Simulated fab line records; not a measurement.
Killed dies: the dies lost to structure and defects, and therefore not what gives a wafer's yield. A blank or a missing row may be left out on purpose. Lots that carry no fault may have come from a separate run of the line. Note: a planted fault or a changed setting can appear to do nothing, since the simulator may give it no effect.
Code-filled problem report in 8D (eight disciplines) form | flow n5Finfet | the parts of the form that need people (team, actions taken, sign-off) are left out

## 1. THE PROBLEM
Wafers free of any fault read 4 nm (standard deviation 6.8) for M15_OVL at N5_BEOL_M15_OVL_MEAS_29, against a mean of 73 nm on 6 wafers of 2 lots. Relative to the usual mean, that is a shift of +10 standard deviations.
First observed at day 15 19:33: wafer L850.1, on overlay-02. At this step, 26 wafers from 9 lots have a number in the record. Rule for "out" (also "out of limits"): further than 4 standard deviations from the usual mean. Any other wafer with a number is counted as sound.

## 2. WHAT THIS IS AND IS NOT
question                    | is                     | is not
which readings at this step | M15_OVL                | -
which lots                  | L847, L850             | L843, L845, L854, L855, L858, L860, L862
which wafers of those lots  | all that have a number | -
read on which gauges        | overlay-02             | overlay-01
when                        | from day 15 19:33      | up to then (6 sound wafers); but 14 sound wafers of L854, L855, L858, L860, L862 came after

## 3. SUSPECTS, AND WHAT RULES EACH OUT
Counting: a tool stays on the suspect list if, at a process step up to the reading, it processed all lots that are out and no sound lot following the first of them.
- the gauge at N5_BEOL_M15_OVL_MEAS_29: kept. All the wafers that are out were read on overlay-02, and no step on other tools shows them out.
- rieDiel-03 at N5_BEOL_M15_DESCUM_15 (chemistry O2, time 7.9 s): ruled out as a lasting fault. Following L850 (day 15 17:51), the first lot on it that is out, the sound lots L854, L858, L860 were run on it.
- rieDiel-03 at N5_BEOL_M15_ETCH_59 (etches BARC in N2/H2, target depth 89 nm, overetch 26.7 nm, time 67.9 s): ruled out as a lasting fault. Following L850 (day 15 17:53), the first lot on it that is out, the sound lots L854, L858, L860 were run on it.
- krfScanner-02 at N5_BEOL_M15_EXPOSE_25 (exposes mask M15, target cd 400 nm): kept. All lots that are out passed through it, beginning with L850 at day 15 19:21, and no sound lot followed; its final sound lot before that point was L845 at day 14 16:09.
Left after counting: krfScanner-02 at N5_BEOL_M15_EXPOSE_25, overlay-02 at N5_BEOL_M15_OVL_MEAS_29.

## 4. THE CAUSE (what the simulator had put in)
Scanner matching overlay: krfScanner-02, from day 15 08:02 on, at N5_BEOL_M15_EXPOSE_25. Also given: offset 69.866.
Counting leaves 2 suspects; this tool is one of them.

## 5. THE CHAIN OF EFFECTS, in route order
One row per reading whose mean, taken over the struck wafers that have a number, lies over 3 standard deviations from the usual. Only readings whose record carries a usual standard deviation are examined. hours: median over the lots of the time between each lot's start at the first step of this table that gives one and its start at this step. sigmas: the change, counted in usual standard deviations.
hours | step                    | reading | usual | on struck wafers | change | sigmas
0     | N5_BEOL_M15_OVL_MEAS_29 | M15_OVL | 4 nm  | 73               | +69    | +10

## 6. HOW IT WOULD HAVE BEEN CAUGHT EARLIER
Counted from the fault's start at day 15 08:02, it took 12 hours until the first out-of-limits reading at a measuring or inspecting step in this record, taken at day 15 19:33.
No tool reading at N5_BEOL_M15_EXPOSE_25 that has a usual standard deviation in the record was out on any struck wafer, so an alarm limit of 4 standard deviations on those readings would not have fired.
Lots out: 2; of these, L847 started N5_BEOL_M15_EXPOSE_25 on krfScanner-02 after day 15 19:33. Putting the tool on hold at that point would have spared it.
